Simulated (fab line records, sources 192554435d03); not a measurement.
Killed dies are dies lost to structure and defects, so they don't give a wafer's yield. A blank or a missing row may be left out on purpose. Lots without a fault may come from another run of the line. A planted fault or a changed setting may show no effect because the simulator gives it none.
One fault seen from 3 desks | flow n5_finfet | each desk has only its own numbers; what lay behind them comes last

THE DEFECT DESK
What the inspections along the route counted, lot by lot: means of the sampled wafers that have a number. A lot is out of limits, marked OUT, if its mean lies more than 4 standard deviations from the usual mean; the brackets give that distance.
Columns: A = raw_defect_count at N5_HKMG_FIN_INSPECT_61, usual 2.1
lot  | first seen here | A
L827 | day 4 08:39     | 3.3
L833 | day 5 20:58     | 1.3
L840 | day 7 15:05     | 2.3
L841 | day 7 19:48     | 1.7
L842 | day 8 04:42     | 1.3
L845 | day 8 23:08     | 2.3
L846 | day 9 00:56     | 4.0
This desk's finding: nothing out of limits on any of the 7 lots.

THE METROLOGY DESK
What the gauges read, lot by lot, whatever tool the lot ran on: means of the sampled wafers that have a number. A lot is out of limits, marked OUT, if its mean lies more than 4 standard deviations from the usual mean; the brackets give that distance. Of its 12 readings 7 are shown: those that lie furthest out on some lot.
Columns: A = cd_nm at N5_HKMG_FIN_CD_MEAS_49, usual 201.7 nm; B = DIBL_N at N5_BEOL_M4_RC_MEAS_101, usual 35.9 mV/V; C = DIBL_P at N5_BEOL_M4_RC_MEAS_101, usual 36.3 mV/V; D = IOFF_N at N5_BEOL_M4_RC_MEAS_101, usual 0.153 nA/um; E = IOFF_P at N5_BEOL_M4_RC_MEAS_101, usual 0.208 nA/um; F = SS_P at N5_BEOL_M4_RC_MEAS_101, usual 73.3 mV/dec; G = VT_N at N5_BEOL_M4_RC_MEAS_101, usual 250.4 mV
lot  | first seen here | A     | B    | C    | D     | E     | F    | G
L827 | day 4 08:36     | 202.5 | 36.4 | 36.3 | 0.164 | 0.199 | 73.7 | 250.5
L833 | day 5 20:55     | 201.3 | 39.0 | 39.6 | 0.201 | 0.252 | 74.3 | 246.5
L840 | day 7 15:02     | 202.0 | 36.2 | 36.9 | 0.171 | 0.239 | 72.9 | 247.8
L841 | day 7 19:45     | 201.0 | 35.6 | 35.9 | 0.151 | 0.235 | 73.3 | 250.2
L842 | day 8 04:39     | 201.6 | 35.9 | 36.4 | 0.152 | 0.203 | 73.3 | 251.9
L845 | day 8 23:04     | 201.8 | 33.9 | 34.9 | 0.137 | 0.219 | 73.4 | 251.8
L846 | day 9 00:53     | 202.2 | 35.4 | 37.2 | 0.164 | 0.209 | 73.4 | 249.9
This desk's finding: nothing out of limits on any of the 7 lots.

THE TOOL OWNER'S DESK: rie_diel-06
The tool's own readings at N5_HKMG_FIN_ETCH_58 (etches SOC in N2/H2, target depth 215.8 nm, time 741 s): means of the sampled wafers that have a number, for each lot that ran on this tool. A lot is out of limits, marked OUT, if its mean lies more than 4 standard deviations from the usual mean; the brackets give that distance.
Columns: A = bias_w at N5_HKMG_FIN_ETCH_58, usual 13.00 W; B = drypump_motor_current_A at N5_HKMG_FIN_ETCH_58, usual 5.8 A; C = oes_product_au at N5_HKMG_FIN_ETCH_58, usual 0.79 a.u.; D = rf_vpp_V at N5_HKMG_FIN_ETCH_58, usual 99.1 V; E = showerhead_plenum_p_Torr at N5_HKMG_FIN_ETCH_58, usual 2.52 Torr; F = throttle_valve_pct at N5_HKMG_FIN_ETCH_58, usual 17.84 %
lot  | first seen here | A               | B   | C    | D               | E    | F
L833 | day 5 21:18     | 12.98           | 6.0 | 0.80 | 99.6            | 2.59 | 17.88
L840 | day 7 16:43     | 11.94 (-29) OUT | 6.0 | 0.85 | 93.2 (-5.4) OUT | 2.48 | 17.63
L841 | day 7 21:19     | 11.95 (-29) OUT | 5.9 | 0.87 | 93.3 (-5.3) OUT | 2.56 | 17.66
L842 | day 8 05:38     | 11.95 (-29) OUT | 6.0 | 0.86 | 93.4 (-5.2) OUT | 2.47 | 17.62
This desk's finding: out of limits on L840, L841, L842; first on L840, day 7 16:43 (bias_w at N5_HKMG_FIN_ETCH_58). In limits: L833.

PUT TOGETHER
The tool owner's desk could have raised an alarm at day 7 16:43, on L840, L841, L842.
The defect desk saw nothing out of limits.
The metrology desk saw nothing out of limits.
The defect desk has L840, L841, L842 on record, within its limits.
The metrology desk has L840, L841, L842 on record, within its limits.
Of the lots named, all ran N5_HKMG_FIN_ETCH_58 on rie_diel-06.

WHAT THE SIMULATOR HAD PUT IN
Process parameter drift: rie_diel-06, from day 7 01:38 on, at N5_HKMG_FIN_ETCH_58. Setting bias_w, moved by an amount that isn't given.
Lots struck among those shown: L840, L841, L842.
Hours from the fault's start to each desk's first reading out of limits: the tool owner's desk, 15.
